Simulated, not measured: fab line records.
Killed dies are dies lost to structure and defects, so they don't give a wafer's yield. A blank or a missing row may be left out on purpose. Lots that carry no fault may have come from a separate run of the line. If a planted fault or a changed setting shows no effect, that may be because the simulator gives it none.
fab line records	flow n5-finfet
record lots=5	wafers=15	last-day=17
route steps=1938 shown BEOL_M13@1694
lots untouched by any fault: they come from a run of this same line in which no faults occurred
start-h: hours from the record's first day to the start of the lot's first wafer shown	wait-h: how many hours have passed since the lot's step before this one	" as in the row above	L1.1+2: a row that stands for several wafers	- value missing, or start not given	* or withheld: withheld	< > ~ a bound
route shown NAME@n: NAME is a module with steps in the file, n the number in the route of the first one	usual: mean/standard deviation of fault-free wafers	same: alike in all rows	chamber/n: place in a boat	sites: the reading at each site	_std_site: the standard deviation of these	_edge_site: outer sites' mean less inner sites'	radius-mm: how far each site lies from the wafer's centre	mask NAME#n: copy n	behind: the tool/chamber that last shaped the wafer	hold: cause of the lot's hold/its duration in hours/its outcome	device: the n, p or np transistor that did not switch	end of line: at the end of the route, the tests of the same wafers	where a step has no rows: the recipe by itself	killed: at the first sort, the dies lost to defects and structure; wafer yield is something else	map: dies across one wafer; x = killed, . = not, _ = none there
set.NAME: setting as actually run; set.NAME@STEP: the setting as run at that earlier step	model.NAME: the simulator's own value behind a step, which no gauge read
lots seen at some steps along the route; tables by step, rows by wafer
services: when a tool's chamber went out of use (start-h, in hours from the record's first day, below 0 if earlier), for how many hours, and the reason
## steps
# step N5_BEOL_M13_ETCH_68
# recipe chemistry=N2/H2	target=SOC	mask-material=SiARC	source-w=3000	bias-w=350	temp-c=40	time-s=355	ion-energy-ev=200	pressure-mtorr=30	n2-flow-sccm=200	h2-flow-sccm=200
# usual drypump-motor-current-A=5.4/0.45	oes-product-au=0.83/0.085	rf-vpp-V=525.0/2.5	showerhead-plenum-p-Torr=2.58/0.085	temp-c=39.99/0.11	throttle-valve-pct=17.7/0.31
lot.wafer	tool	chamber	start-h	wait-h	drypump-motor-current-A	oes-product-au	rf-hours-counter-h	rf-vpp-V	showerhead-plenum-p-Torr	temp-c	throttle-valve-pct
L316.2	rie-diel-06	1	295.16	0.1	5.8	0.85	54	522.9	2.46	39.92	17.4
L316.3	"	3	"	"	4.8	0.67	248	526.6	2.62	40.02	18.0
L316.5	"	3	"	"	4.8	0.67	-	525.8	2.62	40.05	18.0
L317.1	rie-diel-02	0	308.26	0.1	5.8	0.86	59	528.8	2.69	39.97	17.6
L317.3	"	3	"	"	5.9	0.89	38	525.3	2.60	40.08	17.9
L317.4	"	2	"	"	5.5	0.99	5	526.2	2.62	39.89	17.7
L327.1	rie-diel-02	0	342.27	0.1	5.8	0.86	70	528.1	2.68	40.16	17.6
L327.5	"	1	"	"	6.0	0.89	-	528.9	2.67	40.16	17.0
L327.6	"	2	"	"	5.5	0.94	-	526.3	2.61	40.10	17.7
L325.1	rie-diel-02	2	343.26	0.1	5.5	0.94	16	524.5	2.61	40.00	17.7
L325.4	"	3	"	"	5.9	0.87	49	525.5	2.59	40.12	17.9
L325.5	"	1	"	"	6.0	0.88	-	525.9	2.67	40.14	17.0
L331.2	rie-diel-02	1	377.98	0.1	6.0	0.86	43	528.5	2.67	39.97	17.0
L331.5	"	2	"	"	5.5	0.90	-	524.3	2.61	40.08	17.7
L331.6	"	3	"	"	5.8	0.87	-	524.8	2.59	40.00	17.9
# step N5_BEOL_M13_STRIP_69
# recipe chemistry=N2/H2	temp-c=40	n2-flow-sccm=200	h2-flow-sccm=200	rf-frequency-hz=6e+07
# step N5_BEOL_M13_TRENCH_ETCH_34
# recipe chemistry=C4F8/O2/Ar	target=SiOC	target-depth-a=4134.7	mask-material=SOC	pressure-mtorr=30	source-w=3000	bias-w=700	Ar_flow_sccm=400	C4F8_flow_sccm=15	O2_flow_sccm=8	he-inner-torr=15	he-outer-torr=30	time-s=162.6	ion-energy-ev=250
# step N5_BEOL_M13_STRIP_70
# recipe chemistry=C4F8/O2/Ar	resist=SiARC	rf-frequency-hz=6e+07
# step N5_BEOL_M13_OCD_MEAS_35
# usual trench-depth-nm=416/5.9
lot.wafer	tool	chamber	start-h	wait-h	trench-depth-nm
L316.2	ocd-02	-	295.56	0.0	423
L316.3	"	-	"	"	404
L316.5	"	-	"	"	406
L317.1	ocd-01	-	308.65	0.0	427
L317.3	"	-	"	"	418
L317.4	"	-	"	"	423
L327.1	ocd-01	-	342.67	0.0	421
L327.5	"	-	"	"	408
L327.6	"	-	"	"	414
L325.1	ocd-02	-	343.65	0.0	420
L325.4	"	-	"	"	415
L325.5	"	-	"	"	410
L331.2	ocd-02	-	378.37	0.0	411
L331.5	"	-	"	"	419
L331.6	"	-	"	"	420
# step N5_BEOL_M13_STRIP_37
# recipe chemistry=N2/H2	power-w=1000	temp-c=250	h2-frac=0.65	overash-fraction=0.3	pressure-mtorr=withheld	n2-flow-sccm=1750	h2-flow-sccm=3250
# step N5_BEOL_M13_ETCH_38
# recipe chemistry=CF4/N2	target=SiCN	target-depth-a=675	taper-deg=2	time-s=71.9	ion-energy-ev=150	mask-material=SiO2	pressure-mtorr=40	source-w=430	bias-w=70	Ar_flow_sccm=100	cf4-flow-sccm=60	n2-flow-sccm=60
# usual cf4-flow-sccm=60.02/0.17	drypump-motor-current-A=5.4/0.47	mfc-ar-sccm=100.0/0.31	oes-product-au=0.84/0.089	rf-vpp-V=383.3/1.9	showerhead-plenum-p-Torr=2.25/0.074	throttle-valve-pct=15.35/0.24
lot.wafer	tool	chamber	start-h	wait-h	cf4-flow-sccm	drypump-motor-current-A	mfc-ar-sccm	oes-product-au	rf-hours-counter-h	rf-vpp-V	showerhead-plenum-p-Torr	throttle-valve-pct
L316.2	rie-diel-04	0	295.68	-	59.82	5.6	99.7	0.89	56	383.3	2.23	15.14
L316.3	"	1	"	"	60.01	5.4	100.5	0.72	191	382.1	2.19	15.45
L316.5	"	2	"	"	60.02	5.2	99.5	0.84	-	382.6	2.23	15.13
L317.1	rie-diel-02	3	313.59	-	59.96	5.9	99.9	0.89	39	380.9	2.24	15.32
L317.3	"	0	"	"	59.99	5.8	99.9	0.86	61	386.1	2.32	15.22
L317.4	"	2	"	"	60.23	5.5	100.2	0.99	7	383.2	2.27	15.38
L327.1	rie-diel-02	3	342.80	-	60.06	5.9	99.8	0.87	49	382.3	2.24	15.35
L327.5	"	1	"	"	60.10	6.0	99.6	0.87	-	385.0	2.33	14.92
L327.6	"	2	"	"	60.42	5.5	99.6	0.95	-	384.8	2.27	15.38
L325.1	rie-diel-06	3	346.98	-	60.01	4.8	100.4	0.98	9	384.7	2.26	15.08
L325.4	"	3	"	"	59.97	4.8	99.9	0.98	-	384.3	2.26	15.07
L325.5	"	1	"	"	59.82	5.8	100.3	0.84	-	380.7	2.14	15.36
L331.2	rie-diel-06	1	378.59	-	59.88	5.8	100.4	0.82	85	381.9	2.14	15.37
L331.5	"	1	"	"	60.15	5.8	100.2	0.82	-	382.6	2.14	15.36
L331.6	"	2	"	"	59.93	4.7	99.8	0.84	-	382.7	2.32	15.45
# step N5_BEOL_M13_PRECLEAN_39
# recipe chemistry=residue-remover	time-s=60	temp-c=40
# step N5_BEOL_M13_SRD_40
# recipe time-s=30	temp-c=23	rinse-liquid=diw	dry=n2-spin	spin-rpm=1500	dry-time-s=30
# step N5_BEOL_M13_DEGAS_41
# recipe ambient=vacuum	temp-c=250	time-s=60
# usual heater-power-w=342/34
lot.wafer	tool	chamber	start-h	wait-h	heater-power-w
L316.2	pvd-sputter-03	-	296.16	0.3	330
L316.3	"	-	"	"	353
L316.5	"	-	"	"	328
L317.1	pvd-sputter-03	-	313.85	0.1	357
L317.3	"	-	"	"	324
L317.4	"	-	"	"	353
L327.1	pvd-sputter-02	-	343.04	0.1	318
L327.5	"	-	"	"	311
L327.6	"	-	"	"	326
L325.1	pvd-sputter-01	-	347.62	0.5	351
L325.4	"	-	"	"	264
L325.5	"	-	"	"	269
L331.2	pvd-sputter-02	-	379.01	0.3	315
L331.5	"	-	"	"	317
L331.6	"	-	"	"	406
# step N5_BEOL_M13_PRE_CLEAN_42
# recipe gas=H2/He	time-s=30	temp-c=250
# usual heater-power-w=343/34
lot.wafer	tool	chamber	start-h	wait-h	heater-power-w
L316.2	pvd-sputter-03	-	296.20	0.0	326
L316.3	"	-	"	"	364
L316.5	"	-	"	"	334
L317.1	pvd-sputter-03	-	313.89	0.0	373
L317.3	"	-	"	"	329
L317.4	"	-	"	"	368
L327.1	pvd-sputter-02	-	343.09	0.0	308
L327.5	"	-	"	"	316
L327.6	"	-	"	"	322
L325.1	pvd-sputter-01	-	347.66	0.0	355
L325.4	"	-	"	"	265
L325.5	"	-	"	"	266
L331.2	pvd-sputter-02	-	379.05	0.0	315
L331.5	"	-	"	"	320
L331.6	"	-	"	"	403
# step N5_BEOL_M13_SPUTTER_43
# recipe material=TaN	target-thk-a=150	temp-c=50	bias-v=168.6	power-w=15000	chamber-pressure-pa=0.12	time-s=24.19
# step N5_BEOL_M13_SPUTTER_44
# recipe material=Ta	target-thk-a=100	temp-c=50	bias-v=80	power-w=15000	chamber-pressure-pa=0.07	time-s=16.13
# usual substrate-temp-c=49.98/0.12	throttle-valve-pct=29.8/1.1
lot.wafer	tool	chamber	start-h	wait-h	substrate-temp-c	throttle-valve-pct	model.Ta_of_BEOL_M13_SPUTTER_44.thk-nm
L316.2	pvd-sputter-03	-	296.32	0.0	50.09	30.4	9.6
L316.3	"	-	"	"	49.92	29.3	10
L316.5	"	-	"	"	49.86	30.3	9.8
L317.1	pvd-sputter-03	-	314.01	0.0	50.03	29.5	10
L317.3	"	-	"	"	49.75	30.2	8
L317.4	"	-	"	"	50.13	29.2	10.2
L327.1	pvd-sputter-02	-	343.22	0.0	50.02	28.7	10
L327.5	"	-	"	"	49.85	31.6	10.2
L327.6	"	-	"	"	49.89	29.2	10
L325.1	pvd-sputter-01	-	347.78	0.0	50.05	29.0	10.2
L325.4	"	-	"	"	50.02	30.9	10.4
L325.5	"	-	"	"	50.03	31.3	10.4
L331.2	pvd-sputter-02	-	379.17	0.0	49.97	28.5	10.2
L331.5	"	-	"	"	50.18	28.2	10.2
L331.6	"	-	"	"	49.98	30.1	10.2
# step N5_BEOL_M13_SPUTTER_45
# recipe material=Cu	target-thk-a=800	temp-c=-20	bias-v=60	power-w=26000	chamber-pressure-pa=0.13	time-s=13.33
# step N5_BEOL_M13_ECD_47
# recipe material=Cu	target-thk-a=9360
# step N5_BEOL_M13_ANNEAL_48
# recipe temp-c=225	time-s=90	ambient=N2
# usual anneal-temp-c=225.00/0.15	wafer_temp_C_max=226.2/0.3
lot.wafer	tool	chamber	start-h	wait-h	anneal-temp-c	wafer_temp_C_max
L316.2	rtp-anneal-01	0	296.73	0.2	225.04	226.7
L316.3	"	0	"	"	224.97	226.2
L316.5	"	0	"	"	224.64	226.6
L317.1	rtp-anneal-01	0	314.57	0.3	225.00	226.5
L317.3	"	0	"	"	224.97	226.3
L317.4	"	0	"	"	225.09	226.4
L327.1	rtp-anneal-01	0	343.65	0.1	225.28	226.6
L327.5	"	0	"	"	225.42	226.5
L327.6	"	0	"	"	224.73	226.0
L325.1	rtp-anneal-01	0	348.29	0.3	224.85	226.5
L325.4	"	0	"	"	225.20	226.4
L325.5	"	0	"	"	225.04	226.3
L331.2	rtp-anneal-02	0	379.61	0.2	224.86	226.3
L331.5	"	0	"	"	225.02	226.0
L331.6	"	0	"	"	225.13	225.7
# step N5_BEOL_M13_CMP_49
# recipe stop-on=SiOC	t-overpolish-s=17.1	down-force-psi=1	platen-rpm=50	clearing-platen-down-force-psi=1.5	clearing-platen-rpm=50	post-cmp-clean=cu-alkaline	target-thk-nm=420	clearing-platen-pad-velocity-m-s=0.99484	pad-velocity-m-s=0.99484
# usual barrier-field-endpoint-s=30.5/0.76	clearing-platen-down-force-psi=1.5003/0.0028	motor-current-A=5.9/0.58	retaining-ring-pressure-frac=1.001/0.0047
lot.wafer	tool	chamber	start-h	wait-h	barrier-field-endpoint-s	clearing-platen-down-force-psi	motor-current-A	retaining-ring-pressure-frac
L316.2	cmp-03	2	297.06	0.3	29.0	1.5004	5.3	1.002
L316.3	"	1	"	"	29.9	1.5023	5.6	1.005
L316.5	"	3	"	"	29.0	1.5025	5.9	1.002
L317.1	cmp-03	2	314.87	0.3	29.4	1.5014	5.3	1.003
L317.4	"	3	"	"	29.4	1.4951	5.7	0.997
L317.3	"	1	"	"	27.3	1.4972	5.1	1.006
L327.1	cmp-03	3	343.95	0.3	29.7	1.5075	5.7	1.004
L327.6	"	3	"	"	31.3	1.5046	5.6	1.002
L327.5	"	0	"	"	31.8	1.5049	5.5	0.992
L325.1	cmp-02	2	348.62	0.3	30.4	1.5011	6.3	0.998
L325.4	"	0	"	"	30.2	1.5005	6.4	1.003
L325.5	"	1	"	"	31.4	1.4992	5.8	0.999
L331.2	cmp-03	3	379.86	0.2	30.2	1.5041	5.6	1.003
L331.5	"	3	"	"	29.6	1.5013	6.1	1.009
L331.6	"	0	"	"	30.9	1.5015	5.3	1.007
# step N5_BEOL_M13_THK_MEAS_50
# recipe thk-meas-gauge=xrf	reads=Cu_of_BEOL_M13_ECD_47
# usual M13_THK=415/6.5
lot.wafer	tool	chamber	start-h	wait-h	M13_THK[nm]
L316.2	film-metro-02	-	297.35	-	421
L316.3	"	-	"	"	404
L316.5	"	-	"	"	403
L317.1	film-metro-01	-	315.16	-	419
L317.3	"	-	"	"	415
L317.4	"	-	"	"	415
L327.1	film-metro-01	-	344.24	-	418
L327.5	"	-	"	"	403
L327.6	"	-	"	"	409
L325.1	film-metro-02	-	348.88	-	422
L325.4	"	-	"	"	415
L325.5	"	-	"	"	412
L331.2	film-metro-02	-	380.16	-	406
L331.5	"	-	"	"	415
L331.6	"	-	"	"	419
## services
tool	chamber	start-h	hours	kind
cmp-03	-	276.12	4.4	repair
rtp-anneal-01	-	281.29	5.8	pm
rie-diel-02	2	284.20	-	clean
rie-diel-02	2	284.20	-	consumable-replace:focus-ring
rie-diel-02	2	284.20	12.1	scheduled-down
rie-diel-02	2	284.20	12.1	vent-cycle
rie-diel-06	2	287.31	3.1	repair
cmp-02	-	294.69	4.3	pm
rie-diel-06	3	298.34	-	clean
rie-diel-06	3	298.34	-	consumable-replace:focus-ring
cmp-02	-	304.26	4.0	pm
cmp-02	-	308.26	-	consumable-replace:conditioner
cmp-03	-	326.71	1.0	repair
rie-diel-06	3	340.10	5.4	repair
rie-diel-06	0	345.68	-	clean
rie-diel-06	0	345.68	-	consumable-replace:esc
rie-diel-06	0	345.68	-	consumable-replace:focus-ring
rie-diel-06	0	345.68	-	consumable-replace:showerhead
rie-diel-06	0	345.68	25.6	scheduled-down
rie-diel-06	0	345.68	25.6	vent-cycle
rie-diel-02	3	348.83	14.2	repair
rie-diel-06	3	361.08	4.9	repair
cmp-02	-	368.26	2.4	repair
rie-diel-06	3	377.92	12.4	repair
## key
first-sign step=N5_BEOL_M13_CMP_49	reading=barrier-field-endpoint-s	direction=down	sigmas=4.1	usual=30.5	struck=27.3
effect none on later readings
model-effect step=N5_BEOL_M13_SPUTTER_44	value=Ta_of_BEOL_M13_SPUTTER_44.thk-nm	without=10.2	struck=8
met-at N5_BEOL_M13_SPUTTER_44
struck-wafers L317.3
onset-between 296.32 314.01
fault kind=process-parameter-drift	tool=pvd-sputter-03	chamber=-	onset-h=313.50	steps=N5_BEOL_M13_SPUTTER_44	channel=time-s	offset=*	shape=step	end-h=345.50	scope=struck-wafers-only	acts-in=*	stated=*
